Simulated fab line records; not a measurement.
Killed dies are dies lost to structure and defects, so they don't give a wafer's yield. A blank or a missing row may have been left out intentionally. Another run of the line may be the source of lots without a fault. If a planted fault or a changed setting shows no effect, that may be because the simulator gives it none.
fab line records + flow n5Finfet
record:
- lots: 6
- wafers: 18
- lastDay: 17
route steps=1938 shown BEOL_M8@1365
lots with no fault: from the same line, run without faults
startH: start of the lot's first displayed wafer, in hours after the record's first day + waitH: how many hours have passed since the lot's step before this one + " the same as in the row above + L1.1+2: a single row standing in for several wafers + - no value, or no start given + * or withheld: withheld + < > ~ a bound
route shown NAME@n: NAME is a module with steps in the file, n the number in the route of the first one + usual: average and standard deviation across the fault-free wafers + same: alike in all rows + chamber/n: place in a boat + sites: the reading at each site + _std_site: how widely they spread, as a standard deviation + _edge_site: outer sites' mean less inner sites' + radiusMm: for every site, how far away it sits from the centre of the wafer + mask NAME#n: copy n + behind: the last tool/chamber to shape the wafer + hold: reason for holding the lot/hours on hold/outcome of the hold + device: the transistor (n, p or np) that didn't switch + end of line: tests of these same wafers at the route's end + a step given without rows: its recipe and nothing more + killed: count of dies lost to structure and defects at first sort (not the wafer's yield) + map: the dies of a wafer, with x for killed, . for not killed, _ for no die there
set.NAME: the run value of the setting; set.NAME@STEP: its run value at that earlier step + model.NAME: the simulator's own value behind a step, which no gauge read
lots at some steps of the route; a table a step, a row a wafer
services: a tool's chamber out of use, with start hour (startH, from the record's first day; less than 0 if before it), hours out, and reason
== steps ==
step: N5_BEOL_M8_CD_MEAS_28
recipe:
- targetCdNm: 40
- landingEnergyEv: 500
- detector: seInlens
usual:
- cdNm: 40.05/0.23
| lot.wafer | tool     | chamber | startH | waitH | cdNm  |
|-----------|----------|---------|--------|-------|-------|
| L942.1    | cdSem-01 | 0       | 192.36 | -     | 40.17 |
| L942.3    | "        | 0       | "      | "     | 40.18 |
| L942.5    | "        | 0       | "      | "     | 40.13 |
| L950.1    | cdSem-01 | 0       | 246.43 | -     | 40.27 |
| L950.3    | "        | 0       | "      | "     | 39.93 |
| L950.5    | "        | 0       | "      | "     | 40.10 |
| L951.1    | cdSem-03 | 0       | 252.19 | -     | 39.76 |
| L951.5    | "        | 0       | "      | "     | 40.08 |
| L951.6    | "        | 0       | "      | "     | 40.13 |
| L952.3    | cdSem-02 | 0       | 281.24 | -     | 39.65 |
| L952.4    | "        | 0       | "      | "     | 39.89 |
| L952.6    | "        | 0       | "      | "     | 39.86 |
| L960.2    | cdSem-02 | 0       | 320.13 | -     | 40.00 |
| L960.3    | "        | 0       | "      | "     | 39.84 |
| L960.5    | "        | 0       | "      | "     | 39.84 |
| L962.1    | cdSem-03 | 0       | 344.37 | -     | 40.05 |
| L962.2    | "        | 0       | "      | "     | 39.97 |
| L962.4    | "        | 0       | "      | "     | 40.42 |
step: N5_BEOL_M8_OVL_MEAS_29
recipe:
- pointsPerWafer: 522
usual:
- V7_OVL: 0.1/0.75
| lot.wafer | tool       | chamber | startH | waitH | V7_OVL[nm] |
|-----------|------------|---------|--------|-------|------------|
| L942.1    | overlay-02 | 0       | 192.39 | 0.0   | 0.6        |
| L942.3    | "          | 0       | "      | "     | 0.4        |
| L942.5    | "          | 0       | "      | "     | 1.0        |
| L950.1    | overlay-01 | 0       | 246.46 | 0.0   | -0.1       |
| L950.3    | "          | 0       | "      | "     | -0.2       |
| L950.5    | "          | 0       | "      | "     | -0.4       |
| L951.1    | overlay-02 | 0       | 252.22 | 0.0   | -0.4       |
| L951.5    | "          | 0       | "      | "     | 0.6        |
| L951.6    | "          | 0       | "      | "     | 1.1        |
| L952.3    | overlay-01 | 0       | 281.28 | 0.0   | 0.6        |
| L952.4    | "          | 0       | "      | "     | -0.9       |
| L952.6    | "          | 0       | "      | "     | -0.2       |
| L960.2    | overlay-02 | 0       | 320.16 | 0.0   | -0.1       |
| L960.3    | "          | 0       | "      | "     | -0.3       |
| L960.5    | "          | 0       | "      | "     | -0.2       |
| L962.1    | overlay-02 | 0       | 344.40 | 0.0   | -0.8       |
| L962.2    | "          | 0       | "      | "     | -0.3       |
| L962.4    | "          | 0       | "      | "     | 0.2        |
step: N5_BEOL_M8_INSPECT_30
recipe:
- mode: adi
- inspectInstrument: brightfield
usual:
- rawDefectCount: 402/100
| lot.wafer | tool             | chamber | startH | waitH | rawDefectCount |
|-----------|------------------|---------|--------|-------|----------------|
| L942.1    | defectInspect-01 | -       | 192.45 | 0.1   | 355            |
| L942.3    | "                | -       | "      | "     | 392            |
| L942.5    | "                | -       | "      | "     | 227            |
| L950.1    | defectInspect-01 | -       | 246.52 | 0.1   | 464            |
| L950.3    | "                | -       | "      | "     | 297            |
| L950.5    | "                | -       | "      | "     | 452            |
| L951.1    | defectInspect-01 | -       | 252.28 | 0.1   | 355            |
| L951.5    | "                | -       | "      | "     | 289            |
| L951.6    | "                | -       | "      | "     | 381            |
| L952.3    | defectInspect-02 | -       | 281.33 | 0.0   | 332            |
| L952.4    | "                | -       | "      | "     | 324            |
| L952.6    | "                | -       | "      | "     | 370            |
| L960.2    | defectInspect-01 | -       | 320.23 | 0.1   | 283            |
| L960.3    | "                | -       | "      | "     | 400            |
| L960.5    | "                | -       | "      | "     | 359            |
| L962.1    | defectInspect-02 | -       | 344.46 | 0.1   | 374            |
| L962.2    | "                | -       | "      | "     | 486            |
| L962.4    | "                | -       | "      | "     | 564            |
step: N5_BEOL_M8_DESCUM_33
recipe:
- chemistry: O2
- timeS: 7
- sourcePowerW: 50
- biasPowerW: 20
- pressureMtorr: 20
- rfFrequencyHz: 2.712e+07
- tempC: 40
- resist: CAR-EUV
- o2FlowSccm: 225
usual:
- drypumpMotorCurrentA: 5.7/0.45
- oesProductAu: 0.80/0.11
- rfVppV: 242.9/1.7
- showerheadPlenumPTorr: 2.09/0.1
- throttleValvePct: 20.31/0.24
| lot.wafer | tool       | chamber | startH | waitH | drypumpMotorCurrentA | oesProductAu | rfHoursCounterH | rfVppV | showerheadPlenumPTorr | throttleValvePct |
|-----------|------------|---------|--------|-------|----------------------|--------------|-----------------|--------|-----------------------|------------------|
| L942.1    | rieDiel-04 | 2       | 192.49 | 0.0   | 5.8                  | 0.71         | 183             | 244.8  | 2.19                  | 20.70            |
| L942.3    | "          | 1       | "      | "     | 5.2                  | 0.70         | 192             | 240.9  | 2.00                  | 20.11            |
| L942.5    | "          | 1       | "      | "     | 5.2                  | 0.71         | -               | 241.3  | 2.00                  | 20.11            |
| L950.1    | rieDiel-04 | 1       | 246.56 | 0.0   | 5.2                  | 0.69         | 213             | 240.7  | 2.00                  | 20.11            |
| L950.3    | "          | 2       | "      | "     | 5.8                  | 0.70         | 206             | 246.6  | 2.18                  | 20.74            |
| L950.5    | "          | 1       | "      | "     | 5.2                  | 0.68         | -               | 241.0  | 2.00                  | 20.14            |
| L951.1    | rieDiel-04 | 3       | 252.31 | 0.0   | 5.4                  | 0.83         | 64              | 241.0  | 2.03                  | 19.95            |
| L951.5    | "          | 3       | "      | "     | 5.4                  | 0.84         | -               | 242.4  | 2.03                  | 19.93            |
| L951.6    | "          | 0       | "      | "     | 5.6                  | 0.93         | -               | 245.7  | 2.25                  | 20.12            |
| L952.3    | rieDiel-04 | 1       | 281.36 | 0.0   | 5.2                  | 0.67         | 224             | 240.3  | 1.99                  | 20.17            |
| L952.4    | "          | 0       | "      | "     | 5.6                  | 0.92         | 20              | 245.3  | 2.25                  | 20.15            |
| L952.6    | "          | 3       | "      | "     | 5.4                  | 0.82         | -               | 242.2  | 2.03                  | 19.95            |
| L960.2    | rieDiel-06 | 0       | 320.26 | 0.0   | 6.6                  | 0.87         | 33              | 242.6  | 2.04                  | 20.30            |
| L960.3    | "          | 3       | "      | "     | 6.5                  | 0.79         | 107             | 242.2  | 2.00                  | 20.25            |
| L960.5    | "          | 2       | "      | "     | 5.5                  | 0.66         | -               | 240.5  | 1.96                  | 20.52            |
| L962.1    | rieDiel-04 | 0       | 344.80 | 0.3   | 5.6                  | 0.87         | 44              | 244.8  | 2.24                  | 20.18            |
| L962.2    | "          | 3       | "      | "     | 5.4                  | 0.80         | 96              | 243.1  | 2.02                  | 19.98            |
| L962.4    | "          | 1       | "      | "     | 5.2                  | 0.66         | 249             | 240.5  | 1.98                  | 20.18            |
step: N5_BEOL_M8_ETCH_72
recipe:
- chemistry: N2/H2
- target: underlayer
- targetDepthA: 65
- maskMaterial: CAR-EUV
- timeS: 5.2
- ionEnergyEv: 200
- pressureMtorr: 30
- sourceW: 840
- biasW: 150
- n2FlowSccm: 200
- h2FlowSccm: 200
- ends: cleared
usual:
- drypumpMotorCurrentA: 5.7/0.45
- etchRfOnTimeS: 5.19/0.17
- oesProductAu: 0.69/0.091
- rfVppV: 524/3.5
- showerheadPlenumPTorr: 2.53/0.11
- throttleValvePct: 17.73/0.26
| lot.wafer | tool       | chamber | startH | waitH | drypumpMotorCurrentA | etchRfOnTimeS | oesProductAu | rfHoursCounterH | rfVppV | showerheadPlenumPTorr | throttleValvePct |
|-----------|------------|---------|--------|-------|----------------------|---------------|--------------|-----------------|--------|-----------------------|------------------|
| L942.1    | rieDiel-04 | 2       | 192.52 | 0.0   | 5.8                  | 5.32          | 0.61         | 183             | 528    | 2.65                  | 18.08            |
| L942.3    | "          | 1       | "      | "     | 5.2                  | 5.36          | 0.60         | 192             | 521    | 2.43                  | 17.47            |
| L942.5    | "          | 1       | "      | "     | 5.2                  | 5.39          | 0.59         | -               | 521    | 2.43                  | 17.51            |
| L950.1    | rieDiel-04 | 1       | 246.59 | 0.0   | 5.2                  | 5.36          | 0.59         | 213             | 522    | 2.42                  | 17.52            |
| L950.3    | "          | 2       | "      | "     | 5.8                  | 5.29          | 0.60         | 206             | 527    | 2.64                  | 18.15            |
| L950.5    | "          | 1       | "      | "     | 5.2                  | 5.31          | 0.60         | -               | 519    | 2.42                  | 17.53            |
| L951.1    | rieDiel-04 | 3       | 252.35 | 0.0   | 5.3                  | 5.14          | 0.72         | 64              | 522    | 2.47                  | 17.38            |
| L951.5    | "          | 3       | "      | "     | 5.3                  | 5.07          | 0.72         | -               | 522    | 2.47                  | 17.40            |
| L951.6    | "          | 0       | "      | "     | 5.6                  | 5.33          | 0.81         | -               | 531    | 2.72                  | 17.60            |
| L952.3    | rieDiel-04 | 1       | 281.39 | 0.0   | 5.3                  | 5.44          | 0.57         | 224             | 519    | 2.41                  | 17.52            |
| L952.4    | "          | 0       | "      | "     | 5.6                  | 5.33          | 0.77         | 20              | 527    | 2.72                  | 17.61            |
| L952.6    | "          | 3       | "      | "     | 5.4                  | 5.11          | 0.71         | -               | 522    | 2.46                  | 17.38            |
| L960.2    | rieDiel-06 | 0       | 320.29 | 0.0   | 6.7                  | 5.20          | 0.76         | 33              | 523    | 2.46                  | 17.61            |
| L960.3    | "          | 3       | "      | "     | 6.5                  | 4.94          | 0.71         | 107             | 522    | 2.46                  | 17.88            |
| L960.5    | "          | 2       | "      | "     | 5.5                  | 5.26          | 0.57         | -               | 520    | 2.42                  | 18.25            |
| L962.1    | rieDiel-04 | 0       | 344.83 | 0.0   | 5.6                  | 5.22          | 0.74         | 44              | 528    | 2.70                  | 17.63            |
| L962.2    | "          | 3       | "      | "     | 5.4                  | 5.09          | 0.69         | 96              | 521    | 2.45                  | 17.44            |
| L962.4    | "          | 1       | "      | "     | 5.2                  | 5.48          | 0.56         | 249             | 520    | 2.40                  | 17.60            |
step: N5_BEOL_M8_ETCH_65
recipe:
- chemistry: CF4
- target: SiARC
- targetDepthA: 156
- maskMaterial: CAR-EUV
- timeS: 26
- ionEnergyEv: 80
- pressureMtorr: 40
- sourceW: 545
- biasW: 36
- Ar_flow_sccm: 100
- cf4FlowSccm: 100
- ends: cleared
usual:
- drypumpMotorCurrentA: 5.7/0.45
- etchRfOnTimeS: 25.9/0.78
- oesProductAu: 0.69/0.091
- rfVppV: 183.9/1.4
- showerheadPlenumPTorr: 2.13/0.093
- throttleValvePct: 15.47/0.22
| lot.wafer | tool       | chamber | startH | waitH | drypumpMotorCurrentA | etchRfOnTimeS | oesProductAu | rfHoursCounterH | rfVppV | showerheadPlenumPTorr | throttleValvePct |
|-----------|------------|---------|--------|-------|----------------------|---------------|--------------|-----------------|--------|-----------------------|------------------|
| L942.1    | rieDiel-04 | 2       | 192.54 | 0.0   | 5.8                  | 26.1          | 0.62         | 183             | 184.9  | 2.20                  | 15.72            |
| L942.3    | "          | 1       | "      | "     | 5.2                  | 26.6          | 0.60         | 192             | 182.9  | 2.05                  | 15.40            |
| L942.5    | "          | 1       | "      | "     | 5.2                  | 26.4          | 0.61         | -               | 184.1  | 2.05                  | 15.39            |
| L950.1    | rieDiel-04 | 1       | 246.61 | 0.0   | 5.2                  | 26.8          | 0.59         | 213             | 182.5  | 2.04                  | 15.43            |
| L950.3    | "          | 2       | "      | "     | 5.8                  | 26.2          | 0.61         | 206             | 185.0  | 2.20                  | 15.75            |
| L950.5    | "          | 1       | "      | "     | 5.2                  | 26.5          | 0.59         | -               | 182.5  | 2.04                  | 15.43            |
| L951.1    | rieDiel-04 | 3       | 252.36 | 0.0   | 5.3                  | 24.9          | 0.73         | 64              | 183.6  | 2.08                  | 15.20            |
| L951.5    | "          | 3       | "      | "     | 5.4                  | 25.1          | 0.73         | -               | 183.6  | 2.08                  | 15.22            |
| L951.6    | "          | 0       | "      | "     | 5.6                  | 26.1          | 0.80         | -               | 185.2  | 2.28                  | 15.15            |
| L952.3    | rieDiel-04 | 1       | 281.41 | 0.0   | 5.2                  | 26.7          | 0.58         | 224             | 181.2  | 2.04                  | 15.46            |
| L952.4    | "          | 0       | "      | "     | 5.6                  | 26.3          | 0.78         | 20              | 186.3  | 2.28                  | 15.18            |
| L952.6    | "          | 3       | "      | "     | 5.3                  | 25.3          | 0.72         | -               | 183.8  | 2.08                  | 15.23            |
| L960.2    | rieDiel-06 | 0       | 320.31 | 0.0   | 6.6                  | 26.1          | 0.76         | 33              | 182.1  | 2.11                  | 15.59            |
| L960.3    | "          | 3       | "      | "     | 6.5                  | 24.6          | 0.71         | 107             | 182.4  | 2.04                  | 15.43            |
| L960.5    | "          | 2       | "      | "     | 5.5                  | 26.8          | 0.58         | -               | 181.6  | 2.01                  | 15.79            |
| L962.1    | rieDiel-04 | 0       | 344.85 | 0.0   | 5.6                  | 26.2          | 0.75         | 44              | 186.0  | 2.27                  | 15.24            |
| L962.2    | "          | 3       | "      | "     | 5.3                  | 25.6          | 0.69         | 96              | 181.7  | 2.07                  | 15.26            |
| L962.4    | "          | 1       | "      | "     | 5.2                  | 27.2          | 0.57         | 249             | 181.7  | 2.03                  | 15.51            |
step: N5_BEOL_M8_ETCH_66
recipe:
- chemistry: N2/H2
- target: SOC
- targetDepthA: 800
- overetchA: 160
- maskMaterial: SiARC
- tempC: 40
- timeS: 120
- ionEnergyEv: 200
- pressureMtorr: 30
- sourceW: 840
- biasW: 150
- n2FlowSccm: 200
- h2FlowSccm: 200
step: N5_BEOL_M8_STRIP_69
recipe:
- chemistry: N2/H2
- tempC: 40
- n2FlowSccm: 200
- h2FlowSccm: 200
- rfFrequencyHz: 6e+07
step: N5_BEOL_M8_STRIP_73
recipe:
- chemistry: N2/H2
- tempC: 40
- n2FlowSccm: 200
- h2FlowSccm: 200
- rfFrequencyHz: 6e+07
step: N5_BEOL_M8_VIA_ETCH_34
recipe:
- chemistry: C4F6/O2
- target: SiCOH_lowk
- targetDepthA: 1255
- maskMaterial: SOC
- taperDeg: 4
- timeS: 50.5
- ionEnergyEv: 250
- pressureMtorr: 30
- sourceW: 345
- biasW: 185
- Ar_flow_sccm: 300
- C4F6_flow_sccm: 10
- O2_flow_sccm: 10
step: N5_BEOL_M8_STRIP_76
recipe:
- chemistry: C4F6/O2
- resist: SiARC
- rfFrequencyHz: 6e+07
step: N5_BEOL_M8_STRIP_36
recipe:
- chemistry: N2/H2
- powerW: 450
- tempC: 40
- pressureMtorr: 20
- rfFrequencyHz: 6e+07
- overashFraction: 0.3
- biasPowerW: 7
- h2Frac: 0.5
- n2FlowSccm: 200
- h2FlowSccm: 200
usual:
- drypumpMotorCurrentA: 5.7/0.45
- oesProductAu: 0.80/0.11
- rfVppV: 59.2/1.5
- showerheadPlenumPTorr: 2.53/0.11
- throttleValvePct: 23.5/0.36
| lot.wafer | tool       | chamber | startH | waitH | drypumpMotorCurrentA | oesProductAu | rfHoursCounterH | rfVppV | showerheadPlenumPTorr | throttleValvePct |
|-----------|------------|---------|--------|-------|----------------------|--------------|-----------------|--------|-----------------------|------------------|
| L942.1    | rieDiel-04 | 2       | 192.72 | 0.0   | 5.8                  | 0.72         | 183             | 58.4   | 2.64                  | 23.9             |
| L942.3    | "          | 1       | "      | "     | 5.2                  | 0.70         | 192             | 58.9   | 2.42                  | 23.0             |
| L942.5    | "          | 1       | "      | "     | 5.2                  | 0.70         | -               | 59.2   | 2.42                  | 23.0             |
| L950.1    | rieDiel-04 | 1       | 246.79 | 0.0   | 5.2                  | 0.69         | 213             | 56.8   | 2.41                  | 23.0             |
| L950.3    | "          | 2       | "      | "     | 5.8                  | 0.69         | 206             | 60.5   | 2.63                  | 23.9             |
| L950.5    | "          | 1       | "      | "     | 5.2                  | 0.68         | -               | 59.9   | 2.41                  | 23.0             |
| L951.1    | rieDiel-04 | 3       | 252.54 | 0.0   | 5.4                  | 0.84         | 64              | 58.5   | 2.46                  | 23.0             |
| L951.5    | "          | 3       | "      | "     | 5.4                  | 0.83         | -               | 60.1   | 2.46                  | 23.0             |
| L951.6    | "          | 0       | "      | "     | 5.6                  | 0.94         | -               | 58.5   | 2.72                  | 23.6             |
| L952.3    | rieDiel-04 | 1       | 281.59 | 0.0   | 5.2                  | 0.68         | 224             | 58.8   | 2.41                  | 23.0             |
| L952.4    | "          | 0       | "      | "     | 5.6                  | 0.91         | 20              | 61.4   | 2.71                  | 23.6             |
| L952.6    | "          | 3       | "      | "     | 5.4                  | 0.83         | -               | 59.5   | 2.46                  | 23.0             |
| L960.2    | rieDiel-06 | 0       | 320.49 | 0.0   | 6.6                  | 0.87         | 33              | 57.3   | 2.46                  | 23.3             |
| L960.3    | "          | 3       | "      | "     | 6.5                  | 0.79         | 107             | 61.7   | 2.45                  | 23.7             |
| L960.5    | "          | 2       | "      | "     | 5.4                  | 0.67         | -               | 58.8   | 2.42                  | 24.1             |
| L962.1    | rieDiel-04 | 0       | 345.03 | 0.0   | 5.6                  | 0.88         | 44              | 61.1   | 2.70                  | 23.6             |
| L962.2    | "          | 3       | "      | "     | 5.4                  | 0.80         | 96              | 59.7   | 2.45                  | 23.0             |
| L962.4    | "          | 1       | "      | "     | 5.2                  | 0.66         | 249             | 60.8   | 2.40                  | 23.1             |
step: N5_BEOL_M8_TRENCH_ETCH_37
recipe:
- chemistry: C4F6/O2
- targetDepthA: 934.78
- target: SiCOH_lowk
- timeS: 31.2
- ionEnergyEv: 250
- pressureMtorr: 30
- sourceW: 345
- biasW: 185
- Ar_flow_sccm: 300
- C4F6_flow_sccm: 10
- O2_flow_sccm: 10
usual:
- drypumpMotorCurrentA: 5.7/0.45
- oesProductAu: 0.81/0.11
- rfVppV: 660/15
- runLengthS: 54.3/0.43
- showerheadPlenumPTorr: 2.83/0.13
- throttleValvePct: 20.77/0.19
| lot.wafer | tool       | chamber | startH | waitH | drypumpMotorCurrentA | oesProductAu | rfHoursCounterH | rfVppV | runLengthS | showerheadPlenumPTorr | throttleValvePct | model.etch.depthNm | model.BEOL_M8.featureDepthNm |
|-----------|------------|---------|--------|-------|----------------------|--------------|-----------------|--------|------------|-----------------------|------------------|--------------------|------------------------------|
| L942.1    | rieDiel-04 | 2       | 192.76 | -     | 5.8                  | 0.72         | 183             | 648    | 53.7       | 2.93                  | 21.00            | 92.45              | 92.4                         |
| L942.3    | "          | 1       | "      | "     | 5.2                  | 0.71         | 192             | 654    | 54.5       | 2.70                  | 20.41            | 90.24              | 90.2                         |
| L942.5    | "          | 1       | "      | "     | 5.2                  | 0.70         | -               | 654    | 54.0       | 2.70                  | 20.43            | 90.17              | 90.2                         |
| L950.1    | rieDiel-04 | 1       | 246.83 | -     | 5.2                  | 0.69         | 213             | 652    | 54.5       | 2.69                  | 20.47            | 90.82              | 90.8                         |
| L950.3    | "          | 2       | "      | "     | 5.8                  | 0.70         | 206             | 650    | 53.5       | 2.92                  | 21.05            | 91.89              | 91.8                         |
| L950.5    | "          | 1       | "      | "     | 5.2                  | 0.69         | -               | 652    | 54.1       | 2.69                  | 20.45            | 91.2               | 91.2                         |
| L951.1    | rieDiel-04 | 3       | 252.58 | -     | 5.4                  | 0.85         | 64              | 658    | 54.4       | 2.80                  | 20.66            | 95.31              | 95.4                         |
| L951.5    | "          | 3       | "      | "     | 5.4                  | 0.84         | -               | 658    | 54.9       | 2.80                  | 20.66            | 94.28              | 94.2                         |
| L951.6    | "          | 0       | "      | "     | 5.6                  | 0.93         | -               | 664    | 52.6       | 3.06                  | 20.63            | 87.37              | 87.4                         |
| L952.3    | rieDiel-04 | 1       | 281.63 | -     | 5.2                  | 0.68         | 224             | 650    | 54.3       | 2.69                  | 20.48            | 89.2               | 89.2                         |
| L952.4    | "          | 0       | "      | "     | 5.7                  | 0.90         | 20              | 663    | 52.3       | 3.05                  | 20.64            | 87.53              | 87.6                         |
| L952.6    | "          | 3       | "      | "     | 5.3                  | 0.83         | -               | 656    | 53.0       | 2.79                  | 20.68            | 89.57              | 89.6                         |
| L960.2    | rieDiel-06 | 0       | 320.53 | -     | 6.6                  | 0.88         | 33              | 655    | 53.7       | 2.80                  | 20.96            | 91.72              | 91.8                         |
| L960.3    | "          | 3       | "      | "     | 6.4                  | 0.81         | 107             | 631    | 54.3       | 2.71                  | 20.67            | 95.04              | 95                           |
| L960.5    | "          | 2       | "      | "     | 5.4                  | 0.67         | -               | 686    | 54.5       | 2.66                  | 20.89            | 90.68              | 90.6                         |
| L962.1    | rieDiel-04 | 0       | 345.07 | -     | 5.6                  | 0.87         | 45              | 663    | 53.8       | 3.04                  | 20.70            | 93.07              | 93                           |
| L962.2    | "          | 3       | "      | "     | 5.4                  | 0.81         | 96              | 656    | 54.2       | 2.78                  | 20.68            | 94.73              | 94.8                         |
| L962.4    | "          | 1       | "      | "     | 5.2                  | 0.67         | 249             | 651    | 54.0       | 2.67                  | 20.50            | 89.28              | 89.2                         |
step: N5_BEOL_M8_ETCH_41
recipe:
- chemistry: CH3F/O2
- target: SiCN
- targetDepthA: 319
- taperDeg: 2
- timeS: 57.8
- ionEnergyEv: 120
- maskMaterial: TiN
- pressureMtorr: 30
- sourceW: 395
- biasW: 75
- Ar_flow_sccm: 150
- CH3F_flow_sccm: 30
- O2_flow_sccm: 20
usual:
- drypumpMotorCurrentA: 5.7/0.45
- oesProductAu: 0.81/0.1
- rfVppV: 297.1/1.8
- runLengthS: 80.8/0.43
- showerheadPlenumPTorr: 1.99/0.096
- throttleValvePct: 16.18/0.19
| lot.wafer | tool       | chamber | startH | waitH | drypumpMotorCurrentA | oesProductAu | rfHoursCounterH | rfVppV | runLengthS | showerheadPlenumPTorr | throttleValvePct |
|-----------|------------|---------|--------|-------|----------------------|--------------|-----------------|--------|------------|-----------------------|------------------|
| L942.1    | rieDiel-04 | 2       | -      | -     | 5.8                  | 0.72         | 183             | 299.2  | 80.5       | 2.06                  | 16.43            |
| L942.3    | "          | 1       | "      | "     | 5.2                  | 0.70         | 192             | 295.7  | 81.2       | 1.90                  | 16.00            |
| L942.5    | "          | 1       | "      | "     | 5.2                  | 0.70         | -               | 296.9  | 80.9       | 1.90                  | 15.99            |
| L950.1    | rieDiel-04 | 1       | -      | -     | 5.2                  | 0.69         | 213             | 295.7  | 80.8       | 1.89                  | 16.02            |
| L950.3    | "          | 2       | "      | "     | 5.8                  | 0.70         | 206             | 298.9  | 80.7       | 2.05                  | 16.47            |
| L950.5    | "          | 1       | "      | "     | 5.2                  | 0.69         | -               | 295.7  | 80.8       | 1.89                  | 16.03            |
| L951.1    | rieDiel-04 | 3       | -      | -     | 5.3                  | 0.84         | 64              | 297.5  | 80.8       | 1.96                  | 16.01            |
| L951.5    | "          | 3       | "      | "     | 5.3                  | 0.85         | -               | 297.1  | 80.7       | 1.96                  | 16.01            |
| L951.6    | "          | 0       | "      | "     | 5.6                  | 0.93         | -               | 299.3  | 80.6       | 2.15                  | 15.94            |
| L952.3    | rieDiel-04 | 1       | -      | -     | 5.3                  | 0.67         | 224             | 294.1  | 80.9       | 1.89                  | 16.05            |
| L952.4    | "          | 0       | "      | "     | 5.6                  | 0.91         | 20              | 300.0  | 80.7       | 2.15                  | 15.95            |
| L952.6    | "          | 3       | "      | "     | 5.4                  | 0.83         | -               | 294.9  | 81.4       | 1.95                  | 16.03            |
| L960.2    | rieDiel-06 | 0       | -      | -     | 6.6                  | 0.88         | 33              | 297.3  | 80.3       | 1.96                  | 16.26            |
| L960.3    | "          | 3       | "      | "     | 6.5                  | 0.82         | 107             | 295.7  | 81.1       | 1.90                  | 16.11            |
| L960.5    | "          | 2       | "      | "     | 5.5                  | 0.67         | -               | 294.9  | 81.3       | 1.87                  | 16.44            |
| L962.1    | rieDiel-04 | 0       | -      | -     | 5.6                  | 0.87         | 45              | 299.1  | 80.4       | 2.14                  | 16.01            |
| L962.2    | "          | 3       | "      | "     | 5.4                  | 0.81         | 96              | 294.8  | 80.7       | 1.95                  | 16.08            |
| L962.4    | "          | 1       | "      | "     | 5.2                  | 0.66         | 249             | 294.7  | 80.8       | 1.88                  | 16.10            |
== services ==
| tool       | chamber | startH | hours | kind                         |
|------------|---------|--------|-------|------------------------------|
| rieDiel-06 | 0       | 194.55 | -     | clean                        |
| rieDiel-06 | 0       | 194.55 | -     | consumableReplace:focusRing  |
| rieDiel-06 | 0       | 194.55 | 34.3  | scheduledDown                |
| rieDiel-06 | 0       | 194.55 | 34.3  | ventCycle                    |
| rieDiel-04 | 0       | 205.22 | -     | clean                        |
| rieDiel-04 | 0       | 205.22 | -     | consumableReplace:focusRing  |
| rieDiel-04 | 0       | 205.22 | -     | consumableReplace:showerhead |
| rieDiel-04 | 0       | 205.22 | 14.1  | scheduledDown                |
| rieDiel-04 | 0       | 205.22 | 14.1  | ventCycle                    |
| rieDiel-06 | 1       | 228.90 | -     | clean                        |
| rieDiel-06 | 1       | 228.90 | -     | consumableReplace:focusRing  |
| rieDiel-06 | 1       | 228.90 | 14.3  | scheduledDown                |
| rieDiel-06 | 1       | 228.90 | 14.3  | ventCycle                    |
| rieDiel-04 | -       | 266.81 | 2.4   | repair                       |
| rieDiel-06 | -       | 275.37 | 4.3   | pm                           |
| rieDiel-06 | 2       | 294.86 | 13.9  | repair                       |
| rieDiel-04 | 2       | 302.94 | 7.1   | repair                       |
| rieDiel-04 | 2       | 310.68 | 4.4   | repair                       |
| rieDiel-06 | 2       | 334.08 | -     | clean                        |
| rieDiel-06 | 2       | 334.08 | -     | consumableReplace:focusRing  |
| rieDiel-06 | 2       | 334.08 | -     | consumableReplace:showerhead |
| rieDiel-06 | 2       | 334.08 | 21.2  | scheduledDown                |
| rieDiel-06 | 2       | 334.08 | 21.2  | ventCycle                    |
== key ==
firstSign:
- step: N5_BEOL_M8_TRENCH_ETCH_37
- reading: runLengthS
- direction: down
- sigmas: 3.8
- usual: *
- struck: *
effect none on later readings
modelEffect:
- step: N5_BEOL_M8_TRENCH_ETCH_37
- value: etch.depthNm
- without: 92.53
- struck: 88.16
metAt N5_BEOL_M8_TRENCH_ETCH_37
struckWafers L951.6,L952.4,L952.6
onsetBetween 246.83 252.58
fault:
- kind: processParameterDrift
- tool: rieDiel-04
- chamber: -
- onsetH: 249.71
- steps: N5_BEOL_M8_TRENCH_ETCH_37
- channel: timeS
- offset: *
- shape: step
- endH: 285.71
- scope: struckWafersOnly
- actsIn: *
- stated: *
